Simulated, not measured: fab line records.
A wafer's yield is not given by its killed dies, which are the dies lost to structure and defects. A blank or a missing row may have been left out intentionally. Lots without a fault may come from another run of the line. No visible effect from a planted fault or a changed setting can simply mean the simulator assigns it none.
Comparing a struck lot with a sound one	flow nand_harc	39 steps out of a route of 1302
Sound: wafers L709.1, L709.3, L709.6. Struck: wafers L702.2, L702.3, L702.5. The cause is given at the end.
Per side, at each step with rows, come the tool, then ch with its chambers, and then its first start. Under that, the readings that differ: sound wafers	struck wafers	difference of the means	sigmas: that difference in standard deviations of wafers without a fault.
alike: readings with means less than 2 such deviations apart, plus words and numbers identical on both sides. not compared: withheld readings, readings lacking a value on some wafer, bounds such as >300 that could conceal the same value, and numbers that have no deviation in the record and whose values overlap.
A row with sigmas, a row that says differs or no value, or rows on one side alone: a step with any of these is where the two part. When numbers do not overlap yet have no deviation, they are printed without sigmas and do not part them. A reading missing from all wafers of one side parts the sides only when that side holds two or more wafers.

first, 4 steps without rows for these wafers: NHARC_A_STAIRCASE_HARDBAKE_185 (time 140 s); NHARC_A_STAIRCASE_DESCUM_186 (chemistry O2, time 3 s); NHARC_A_STAIRCASE_TRIM_187 (chemistry O2, time 211.2 s); NHARC_A_STAIRCASE_ETCH_188 (etches the open film in C4F8/O2, target depth 100 nm, time 40.5 s).
NHARC_A_STAIRCASE_TRIM_189: chemistry O2, time 211.2 s.
  sound: rie_diel-08 ch 0,1,2; struck: rie_diel-10 ch 0,1,3
  alike: drypump_motor_current_A, oes_product_au, rf_vpp_V, showerhead_plenum_p_Torr, throttle_valve_pct
  not compared: rf_hours_counter_h
then, 5 steps without rows for these wafers: NHARC_A_STAIRCASE_ETCH_190 (etches the open film in C4F8/O2, target depth 100 nm, time 40.5 s); NHARC_A_STAIRCASE_TRIM_191 (chemistry O2, time 211.2 s); NHARC_A_STAIRCASE_ETCH_192 (etches the open film in C4F8/O2, target depth 100 nm, time 40.5 s); NHARC_A_STAIRCASE_TRIM_193 (chemistry O2, time 211.2 s); NHARC_A_STAIRCASE_ETCH_194 (etches the open film in C4F8/O2, target depth 100 nm, time 40.5 s).
NHARC_A_STAIRCASE_TRIM_196: chemistry O2, time 211.2 s.
  sound on rie_diel-10 ch 1,2, day 24 07:59; struck on rie_diel-10 ch 0,2,3, day 21 08:29
  alike: drypump_motor_current_A, oes_product_au, rf_vpp_V, showerhead_plenum_p_Torr, throttle_valve_pct
  not compared: rf_hours_counter_h
NHARC_A_STAIRCASE_ETCH_197: etches the open film in C4F8/O2, target depth 100 nm, time 40.5 s.
  sound: rie_diel-10 ch 0,3; struck: rie_diel-10 ch 2,3
reading	sound	struck	difference	sigmas
oes_product_au (a.u.)	0.984 0.970 0.994	0.944 0.943 0.948	-0.038	-2
  alike: bias_w, rf_vpp_V
  not compared: rf_hours_counter_h
then, 2 steps without rows for these wafers: NHARC_A_STAIRCASE_TRIM_198 (chemistry O2, time 211.2 s); NHARC_A_STAIRCASE_ETCH_199 (etches the open film in C4F8/O2, target depth 100 nm, time 40.5 s).
NHARC_A_STAIRCASE_TRIM_200: chemistry O2, time 211.2 s.
  sound: rie_diel-10 ch 0,2; struck: rie_diel-10 ch 0,1,3
  alike: drypump_motor_current_A, oes_product_au, rf_vpp_V, showerhead_plenum_p_Torr, throttle_valve_pct
  not compared: rf_hours_counter_h
NHARC_A_STAIRCASE_ETCH_201: etches the open film in C4F8/O2, target depth 100 nm, time 40.5 s.
  sound: rie_diel-10 ch 0,2; struck: rie_diel-10 ch 0,2,3
  alike: bias_w, oes_product_au, rf_vpp_V
  not compared: rf_hours_counter_h
then, 15 steps without rows for these wafers: NHARC_A_STAIRCASE_TRIM_202 (chemistry O2, time 211.2 s); NHARC_A_STAIRCASE_ETCH_203 (etches the open film in C4F8/O2, target depth 100 nm, time 40.5 s); NHARC_A_STAIRCASE_STRIP_205 (strips in O2); NHARC_A_STAIRCASE_STRIP_206 (strips in SPM, time 900 s); NHARC_A_STAIRCASE_PRECLEAN_207 (cleans in SC1); NHARC_A_STAIRCASE_SRD_208; NHARC_A_STAIRCASE_DEHYDRATE_209 (time 120 s); NHARC_A_STAIRCASE_HMDS_210 (time 30 s); NHARC_A_STAIRCASE_COAT_211; NHARC_A_STAIRCASE_SOFTBAKE_212 (time 170 s); NHARC_A_STAIRCASE_EBR_213; NHARC_A_STAIRCASE_EXPOSE_214 (exposes mask STAIR 3); NHARC_A_STAIRCASE_PEB_215 (peb time 130 s); NHARC_A_STAIRCASE_DEVELOP_216 (time 140 s); NHARC_A_STAIRCASE_HARDBAKE_218 (time 140 s).
NHARC_A_STAIRCASE_DESCUM_219: chemistry O2, time 3 s.
  sound on rie_diel-10 ch 0,1,2, day 24 10:26; struck on rie_diel-08 ch 0,2,3, day 21 11:02
  alike: drypump_motor_current_A, oes_product_au, rf_vpp_V, showerhead_plenum_p_Torr, throttle_valve_pct
  not compared: rf_hours_counter_h
then, 6 steps without rows for these wafers: NHARC_A_STAIRCASE_TRIM_220 (chemistry O2, time 211.2 s); NHARC_A_STAIRCASE_ETCH_221 (etches the open film in C4F8/O2, target depth 100 nm, time 40.5 s); NHARC_A_STAIRCASE_TRIM_222 (chemistry O2, time 211.2 s); NHARC_A_STAIRCASE_ETCH_223 (etches the open film in C4F8/O2, target depth 100 nm, time 40.5 s); NHARC_A_STAIRCASE_TRIM_224 (chemistry O2, time 211.2 s); NHARC_A_STAIRCASE_ETCH_225 (etches the open film in C4F8/O2, target depth 100 nm, time 40.5 s).
-- jump in the record: it breaks off in module A_STAIRCASE and resumes in module END (first step shown: number 1302 of the route), and 8 days separate the struck wafers' starts before and after --
NHARC_END_SORT_01:
  the record has rows for the struck wafers here (prober-02 ch 0, day 29 11:08) and none for the sound ones

== WHERE THEY PART ==
Last at NHARC_END_SORT_01 as far as this record goes, first at NHARC_A_STAIRCASE_ETCH_197.

WHY: whatever the simulator had introduced
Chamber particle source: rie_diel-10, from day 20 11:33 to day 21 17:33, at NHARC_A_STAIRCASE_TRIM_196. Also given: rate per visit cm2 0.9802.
